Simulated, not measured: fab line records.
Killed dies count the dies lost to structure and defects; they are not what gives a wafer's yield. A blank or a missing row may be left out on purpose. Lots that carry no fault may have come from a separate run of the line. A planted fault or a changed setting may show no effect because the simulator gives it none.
What tool caused it? ; flow nandHarc ; 12 lots, 36 wafers sampled, at 6 steps of a route of 1302

## WHAT THE GAUGES SHOWED, per wafer
NHARC_A_CHANNEL_FILL_D1_INSPECT_13. Usual: 330 for rawDefectCount, sd 130.
lot;measured;on;rawDefectCount;flag
L405;day 11 05:28;defectInspect-02;525 291 511;
L406;day 11 16:23;defectInspect-02;273 338 259;
L409;day 12 15:21;defectInspect-01;285 205 240;
L408;day 12 15:20;defectInspect-02;290 254 205;
L410;day 13 15:25;defectInspect-01;264 316 230;
L416;day 16 03:41;defectInspect-01;499 409 394;
L417;day 16 19:07;defectInspect-02;263 202 297;
L419;day 16 22:44;defectInspect-02;294 317 289;
L422;day 18 11:24;defectInspect-02;312 265 228;
L425;day 19 17:05;defectInspect-01;201 502 322;
L426;day 19 21:31;defectInspect-01;160 194 152;
L427;day 20 15:49;defectInspect-02;706 402 420;

NHARC_A_ONON_D2_THK_MEAS_27: measures by ellipsometry. Usual: 1000 nm for thkNm, sd 9.3.
lot;measured;on;thkNm (nm);flag
L405;day 13 03:57;filmMetro-01;1001 998 1001;
L406;day 13 13:09;filmMetro-02;1007 1007 1008;
L409;day 14 14:28;filmMetro-02;1004 1006 1003;
L408;day 14 14:28;filmMetro-01;1020 1020 1020;
L410;day 15 09:02;filmMetro-02;977 981 980;
L416;day 18 06:08;filmMetro-02;668 669 668;OFF
L417;day 18 20:20;filmMetro-01;661 662 662;OFF
L419;day 18 20:21;filmMetro-01;1001 1003 1001;
L422;day 20 16:29;filmMetro-02;985 985 984;
L425;day 21 20:25;filmMetro-02;1012 1009 1009;
L426;day 22 03:05;filmMetro-02;991 993 994;
L427;day 22 15:39;filmMetro-02;1002 1002 1001;

NHARC_END_SORT_01. Usual: killedAtArray 55, standard deviation 20; killedAtOther 0.7, standard deviation 0.96; killedAtPeriphery 4.1, standard deviation 2.4; killedDies 60, standard deviation 20; killedOpen 3.3, standard deviation 1.9; killedShort 2.8, standard deviation 1.6.
lot;measured;on;killedAtArray;killedAtOther;killedAtPeriphery;killedDies;killedOpen;killedShort;flag
L416;day 29 18:56;prober-01;669 668 665;3 1 3;5 8 9;677 677 677;3 2 3;1 3 3;OFF
L417;day 30 01:54;prober-01;669 671 673;4 1 0;4 5 4;677 677 677;4 1 5;1 2 3;OFF

## WHICH TOOL RAN EACH LOT (tool, then ch and the chambers of the sampled wafers, then the start)
lot;NHARC_A_CHANNEL_FILL_D1_ETCHBACK_08;NHARC_A_CHANNEL_FILL_D1_STRIP_29;NHARC_A_ONON_D2_DEP_25
L405;rieDiel-06 ch 0,1,3, day 11 05:28 or earlier;rieDiel-06 ch 0,1,3, day 11 05:28 or earlier;pecvdOnon-01 ch 0, day 13 03:30
L406;rieDiel-06 ch 0,1, day 11 16:23 or earlier;rieDiel-06 ch 0,1,3, day 11 16:23 or earlier;pecvdOnon-04 ch 0, day 13 12:38
L409;rieDiel-02 ch 0,1,3, day 12 15:21 or earlier;rieDiel-02 ch 0,2,3, day 12 15:21 or earlier;pecvdOnon-04 ch 0, day 14 13:57
L408;rieDiel-01 ch 0,2,3, day 12 15:20 or earlier;rieDiel-01 ch 0,1,3, day 12 15:20 or earlier;pecvdOnon-02 ch 0, day 14 14:01
L410;rieDiel-01 ch 1,2,3, day 13 15:25 or earlier;rieDiel-01 ch 0,2,3, day 13 15:25 or earlier;pecvdOnon-02 ch 0, day 15 08:38
L416;rieDiel-01 ch 1,2, day 16 03:41 or earlier;rieDiel-01 ch 0,1,2, day 16 03:41 or earlier;pecvdOnon-02 ch 0, day 18 05:40
L417;rieDiel-02 ch 0,1, day 16 19:07 or earlier;rieDiel-02 ch 0,1,2, day 16 19:07 or earlier;pecvdOnon-02 ch 0, day 18 19:50
L419;rieDiel-01 ch 0,1, day 16 16:44 or earlier;rieDiel-01 ch 0,1,2, day 16 16:44;pecvdOnon-04 ch 0, day 18 19:50
L422;rieDiel-06 ch 0,2,3, day 18 05:16 or earlier;rieDiel-06 ch 0,2,3, day 18 05:16;pecvdOnon-04 ch 0, day 20 15:58
L425;rieDiel-01 ch 2,3, day 19 17:05 or earlier;rieDiel-01 ch 0,1,2, day 19 17:05 or earlier;pecvdOnon-01 ch 0, day 21 19:55
L426;rieDiel-06 ch 0,1,2, day 19 21:31 or earlier;rieDiel-06 ch 1,3, day 19 21:31 or earlier;pecvdOnon-04 ch 0, day 22 02:35
L427;rieDiel-06 ch 1,2,3, day 20 15:49 or earlier;rieDiel-06 ch 0,1,3, day 20 15:49 or earlier;pecvdOnon-01 ch 0, day 22 15:12
- NHARC_A_CHANNEL_FILL_D1_ETCHBACK_08: etches the open film in C4F8, target depth 220 nm, time 110 s.
- NHARC_A_CHANNEL_FILL_D1_STRIP_29: strips in O2, time 20 s.
- NHARC_A_ONON_D2_DEP_25: target thk 1000 nm.

## WHAT THE TOOLS THEMSELVES READ (means of the sampled wafers that have a number; where no wafer has one, the mark that the record gives instead)
NHARC_A_CHANNEL_FILL_D1_ETCHBACK_08. Usual: oesProductAu 0.95 a.u., standard deviation 0.035; rfFwdPowerW 596.2 W, standard deviation 2.1; rfVppV 441.1 V, standard deviation 2.8.
lot;tool;oesProductAu (a.u.);rfFwdPowerW (W);rfVppV (V);flag
L405;rieDiel-06;0.93;597.4;443.4;
L406;rieDiel-06;0.99;596.8;442.7;
L409;rieDiel-02;1.01;596.1;438.9;
L408;rieDiel-01;0.92;597.1;441.1;
L410;rieDiel-01;1.00;596.9;441.3;
L416;rieDiel-01;0.93;597.4;440.7;
L417;rieDiel-02;0.93;595.5;437.3;
L419;rieDiel-01;0.93;596.0;439.5;
L422;rieDiel-06;0.92;596.5;443.5;
L425;rieDiel-01;0.93;595.0;443.1;
L426;rieDiel-06;0.91;596.2;441.6;
L427;rieDiel-06;0.92;595.9;441.5;

NHARC_A_CHANNEL_FILL_D1_STRIP_29. Usual: drypumpMotorCurrentA 5.7 A, standard deviation 0.42; oesProductAu 0.997 a.u., standard deviation 0.0092; rfVppV 57.9 V, standard deviation 0.92; showerheadPlenumPTorr 3.56 Torr, standard deviation 0.15; throttleValvePct 17.036 %, standard deviation 0.0098.
lot;tool;drypumpMotorCurrentA (A);oesProductAu (a.u.);rfVppV (V);showerheadPlenumPTorr (Torr);throttleValvePct (%);flag
L405;rieDiel-06;5.6;0.994;58.6;3.65;17.031;
L406;rieDiel-06;5.6;0.996;58.2;3.65;17.044;
L409;rieDiel-02;5.6;1.004;57.5;3.42;17.042;
L408;rieDiel-01;6.1;1.003;57.5;3.55;17.033;
L410;rieDiel-01;5.8;0.992;57.7;3.51;17.033;
L416;rieDiel-01;5.8;0.998;58.0;3.49;17.041;
L417;rieDiel-02;5.5;1.004;57.1;3.41;17.037;
L419;rieDiel-01;5.8;1.001;57.0;3.49;17.025;
L422;rieDiel-06;5.8;0.988;58.4;3.71;17.041;
L425;rieDiel-01;5.8;0.995;57.5;3.49;17.032;
L426;rieDiel-06;5.6;0.989;57.5;3.64;17.023;
L427;rieDiel-06;5.5;0.992;57.9;3.64;17.041;

NHARC_A_ONON_D2_DEP_25. Usual: 209.9 sccm for sih4FlowSccm, sd 0.62.
lot;tool;sih4FlowSccm (sccm);flag
L405;pecvdOnon-01;210.0;
L406;pecvdOnon-04;209.4;
L409;pecvdOnon-04;210.5;
L408;pecvdOnon-02;211.0;
L410;pecvdOnon-02;209.7;
L416;pecvdOnon-02;210.1;
L417;pecvdOnon-02;209.9;
L419;pecvdOnon-04;210.6;
L422;pecvdOnon-04;210.4;
L425;pecvdOnon-01;209.3;
L426;pecvdOnon-04;210.0;
L427;pecvdOnon-01;209.8;

## THE ANSWER, worked out from the rows above alone
Rule: take the mean of a lot's wafers that have a number; if it is more than 3 standard deviations from the usual mean, the lot is off. A lot without any number at a reading at which 4 lots or more have one is off too. Any other lot the step has rows for is counted as sound. The gauges are gone through in route order, then the tools' own readings, and for those a lot's mean is taken as printed above. The first step at which some lot is off is used, and at that step the reading that is off furthest; a lot without a number counts as furthest.
Off, at NHARC_A_ONON_D2_THK_MEAS_27 on thkNm: L416, L417.
A tool fits if, at a process step before that reading, it ran every lot that is off, and no sound lot after the first of them. The gauges at NHARC_A_ONON_D2_THK_MEAS_27 aren't tried: what is off there is off at NHARC_END_SORT_01 too, on other tools, and a gauge's error can't cause that. NHARC_A_CHANNEL_FILL_D1_ETCHBACK_08 gives no start for some lots, so the hours and the order of its lots are those of NHARC_A_CHANNEL_FILL_D1_INSPECT_13. NHARC_A_CHANNEL_FILL_D1_STRIP_29 gives no start for some lots, so the hours and the order of its lots are those of NHARC_A_CHANNEL_FILL_D1_INSPECT_13. One fits: NHARC_A_ONON_D2_DEP_25 on pecvdOnon-02. A fault onset in the window from L410 (day 15 08:38, its last sound lot) to L416 (day 18 05:40, its first lot off) fits.

## WHAT WAS PUT IN BY THE SIMULATOR
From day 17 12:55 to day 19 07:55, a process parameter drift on pecvdOnon-02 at NHARC_A_ONON_D2_DEP_25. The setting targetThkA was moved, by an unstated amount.
Lots struck among those shown: L416, L417. The same result came from the rule above.
